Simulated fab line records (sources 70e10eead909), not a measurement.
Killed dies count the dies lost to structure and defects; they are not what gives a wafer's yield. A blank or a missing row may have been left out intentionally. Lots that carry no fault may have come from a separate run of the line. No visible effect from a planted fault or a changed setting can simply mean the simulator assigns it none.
Chamber matching :: flow nandHarc :: NHARC_P_CONTACT_CMP_01 on cmp-04: 4 sister chambers
The step polishes SiO2, target thk 200 nm. 14 wafers are shown with their chamber, then 7 later ones without.

EACH WAFER AND ITS CHAMBER
wafer: L430.3
chamber: 1
motorCurrentA (A): 11.4
edgeZonePressureFrac: 0.997

wafer: L430.4
chamber: 0
motorCurrentA (A): 11.1
edgeZonePressureFrac: 1.001

wafer: L430.5
chamber: 3
motorCurrentA (A): 13.4
edgeZonePressureFrac: 0.998

wafer: L431.4
chamber: 2
motorCurrentA (A): 11.0
edgeZonePressureFrac: 1.001

wafer: L431.5
chamber: 1
motorCurrentA (A): 12.0
edgeZonePressureFrac: 1.000

wafer: L431.6
chamber: 2
motorCurrentA (A): 10.8
edgeZonePressureFrac: 0.997

wafer: L432.1
chamber: 0
motorCurrentA (A): 10.6
edgeZonePressureFrac: 0.999

wafer: L432.2
chamber: 3
motorCurrentA (A): 12.9
edgeZonePressureFrac: 0.997

wafer: L432.4
chamber: 1
motorCurrentA (A): 11.7
edgeZonePressureFrac: 0.998

wafer: L433.2
chamber: 0
motorCurrentA (A): 11.0
edgeZonePressureFrac: 1.000

wafer: L433.4
chamber: 3
motorCurrentA (A): 12.2
edgeZonePressureFrac: 1.003

wafer: L433.6
chamber: 2
motorCurrentA (A): 11.0
edgeZonePressureFrac: 1.006

wafer: L443.2
chamber: 1
motorCurrentA (A): 11.7
edgeZonePressureFrac: 1.003

wafer: L443.5
chamber: 3
motorCurrentA (A): 12.3
edgeZonePressureFrac: 1.010

SIGNATURES (means of the wafers above)
reading: motorCurrentA
chamber 0: 10.900
chamber 1: 11.700
chamber 2: 10.933
chamber 3: 12.700
scatter within a chamber: 0.359

reading: edgeZonePressureFrac
chamber 0: 1.00000
chamber 1: 0.99950
chamber 2: 1.00133
chamber 3: 1.00200
scatter within a chamber: 0.00412
Rule: a wafer's distance from a chamber is the root of the sum, over the readings, of the square of ((its reading less the chamber's mean) divided by the reading's scatter). If the next closest chamber is less than 2 further off than the closest, the wafer can't be placed; otherwise it belongs to the closest. The scatter: take each reading less its chamber's mean, square it, sum over the shown wafers, divide by the number of wafers less the number of chambers, and take the root.

WAFERS WITH NO CHAMBER GIVEN
wafer: L443.6
motorCurrentA (A): 11.6
edgeZonePressureFrac: 0.994

wafer: L446.2
motorCurrentA (A): 11.1
edgeZonePressureFrac: 1.001

wafer: L446.3
motorCurrentA (A): 12.2
edgeZonePressureFrac: 0.998

wafer: L446.5
motorCurrentA (A): 10.5
edgeZonePressureFrac: 1.000

wafer: L451.2
motorCurrentA (A): 12.0
edgeZonePressureFrac: 1.002

wafer: L451.5
motorCurrentA (A): 11.8
edgeZonePressureFrac: 0.992

wafer: L451.6
motorCurrentA (A): 11.9
edgeZonePressureFrac: 1.007

EACH ONE'S CHAMBER
wafer: L443.6
from the rows above: can't be placed: 1 or 0 or 2
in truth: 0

wafer: L446.2
from the rows above: can't be placed: 2 or 0 or 1
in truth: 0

wafer: L446.3
from the rows above: can't be placed: 1 or 3
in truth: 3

wafer: L446.5
from the rows above: can't be placed: 0 or 2
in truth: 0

wafer: L451.2
from the rows above: can't be placed: 1 or 3 or 2
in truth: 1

wafer: L451.5
from the rows above: can't be placed: 1 or 0 or 2 or 3
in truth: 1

wafer: L451.6
from the rows above: can't be placed: 1 or 3 or 2 or 0
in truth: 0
0 of 7 placed correctly. Not placeable from these rows: 7 (in 7, the candidates include the true chamber). Placed wrongly: 0.
